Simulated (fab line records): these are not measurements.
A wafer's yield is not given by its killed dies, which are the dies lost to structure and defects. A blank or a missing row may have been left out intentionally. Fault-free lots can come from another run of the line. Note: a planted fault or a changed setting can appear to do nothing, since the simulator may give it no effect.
Split-lot trial    flow n5-finfet    39 wafers read from 7 lots, route of 1938 steps

## ABOUT THE SPLIT
At N5_HKMG_FIN_HK_ALD_01 (deposits HfO2, target thk 1.6 nm, pulse time 3 s, purge time 3 s), the setting ald-cycles was moved away from the recipe's 30 on 18 of the 39 wafers read, by -16.7% to +10.0%. For the rest of the wafers, this setting stayed at what the recipe calls for.

## FROM THE SPLIT TO THE READING: what the file shows between them, 5 steps
- N5_HKMG_FIN_ETCH_54: etches SiARC in CF4, target depth 45.5 nm, time 75.8 s (also split here: cf4-flow-sccm)
- N5_HKMG_FIN_ETCH_55: etches SOC in N2/H2, target depth 240 nm, time 300 s
- N5_HKMG_FIN_STRIP_56: strips in N2/H2
- N5_HKMG_FIN_WET_ETCH_82: etches La2O3 in dHCl, stops on HfO2, target depth 2 nm, rinse time 30 s
- N5_HKMG_FIN_ALD_36: deposits TiN, target thk 1 nm, pulse time 1 s, purge time 3 s

## THE READING
HK_THK, in nm, at N5_HKMG_FIN_THK_MEAS_70 (measures by xrf). A value of 1.604 nm with a standard deviation of 0.022 nm is what fault-free wafers of this fab line usually give.

wafer   tool, chamber at the split  ald-cycles as run  against the recipe  HK_THK, nm  against lot-mates on the recipe
L077.2  ald-hk-01, 3,0,3            30                 recipe              1.593       -
L077.5  ald-hk-01, 3,0,3            30                 recipe              1.634       -
L077.6  ald-hk-01, 3,0,3            30                 recipe              1.623       -
L079.1  ald-hk-01, 0,2,1            30                 recipe              1.610       -
L079.2  ald-hk-01, 1,3,2            32                 +6.7%               1.689       +0.088
L079.3  ald-hk-01, 0,2,1            30                 recipe              1.607       -
L079.4  ald-hk-01, 1,3,2            32                 +6.7%               1.736       +0.135
L079.5  ald-hk-01, 1,3,2            32                 +6.7%               1.704       +0.103
L079.6  ald-hk-01, 0,2,1            30                 recipe              1.585       -
L081.1  ald-hk-03, 3,2,0            33                 +10.0%              1.765       +0.176
L081.2  ald-hk-03, 3,2,0            33                 +10.0%              1.754       +0.165
L081.3  ald-hk-03, 1,0,3            30                 recipe              1.603       -
L081.4  ald-hk-03, 1,0,3            30                 recipe              1.582       -
L081.5  ald-hk-03, 1,0,3            30                 recipe              1.581       -
L081.6  ald-hk-03, 3,2,0            33                 +10.0%              1.756       +0.167
L088.1  ald-hk-03, 0,2,3            25                 -16.7%              1.362       -0.239
L088.2  ald-hk-03, 2,3,1            30                 recipe              1.613       -
L088.3  ald-hk-03, 2,3,1            30                 recipe              1.597       -
L088.4  ald-hk-03, 2,3,1            30                 recipe              1.592       -
L088.5  ald-hk-03, 0,2,3            25                 -16.7%              1.361       -0.240
L088.6  ald-hk-03, 0,2,3            25                 -16.7%              1.299       -0.302
L090.1  ald-hk-03, 1,2,2            26                 -13.3%              1.386       -0.206
L090.2  ald-hk-03, 1,2,2            26                 -13.3%              1.363       -0.229
L090.3  ald-hk-03, 0,3,3            30                 recipe              1.585       -
L090.4  ald-hk-03, 0,3,3            30                 recipe              1.609       -
L090.5  ald-hk-03, 1,2,2            26                 -13.3%              1.381       -0.211
L090.6  ald-hk-03, 0,3,3            30                 recipe              1.582       -
L092.1  ald-hk-02, 0,1,0            30                 recipe              1.601       -
L092.2  ald-hk-02, 2,3,3            31                 +3.3%               1.670       +0.073
L092.3  ald-hk-02, 2,3,3            31                 +3.3%               1.655       +0.058
L092.4  ald-hk-02, 0,1,0            30                 recipe              1.588       -
L092.5  ald-hk-02, 2,3,3            31                 +3.3%               1.660       +0.063
L092.6  ald-hk-02, 0,1,0            30                 recipe              1.601       -
L095.1  ald-hk-01, 1,3,2            26                 -13.3%              1.377       -0.229
L095.2  ald-hk-01, 1,3,2            26                 -13.3%              1.397       -0.209
L095.3  ald-hk-01, 2,0,1            30                 recipe              1.619       -
L095.4  ald-hk-01, 2,0,1            30                 recipe              1.615       -
L095.5  ald-hk-01, 2,0,1            30                 recipe              1.584       -
L095.6  ald-hk-01, 1,3,2            26                 -13.3%              1.398       -0.208
When a row names more than one chamber, that row covers several wafers, and the file does not tell which wafer ran in which chamber.

THE FIT
A straight line over all 39 wafers: HK_THK changes by +0.016 nm for each +1% of ald-cycles; r = +0.99; the points scatter about the line by 0.016 nm.
The same after taking each lot's own level away (the mean of its wafers on the recipe; 39 wafers): +0.0162 nm for each +1%; r = +0.99; scatter 0.015 nm.
Per that fit: largest ald-cycles move, reading shift of 0.27 nm.
The span of the lots' own levels, 1.5887 to 1.6167 nm, comes to 1.3 times the standard deviation stated above.
So the lot-to-lot level changes the slope little: the two slopes agree.
Check: -0.272 nm against its lot-mates is what the line predicts for one of the wafers moved furthest among these (-16.7%) when that wafer is left out of the fit. It came out at -0.239 nm against them.

## THE OTHER SPLITS THESE WAFERS WENT THROUGH
Other splits were also applied to these wafers ahead of the reading. Each is held against what the fit with the lots' levels taken away leaves over:
other split on the same wafers     wafers away from the commonest value  r with HK_THK (lot level and that fit taken away)
N5_WELL_APT_IMPLANT_15 energy-kev  15                                    +0.04
N5_SD_EPI_P_ETCH_37 source-w       15                                    +0.23
N5_HKMG_FIN_ETCH_54 cf4-flow-sccm  9                                     +0.09

## FILE'S OWN FIT
HK_THK changes by +0.0161 nm for each +1% of ald-cycles, r = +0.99.
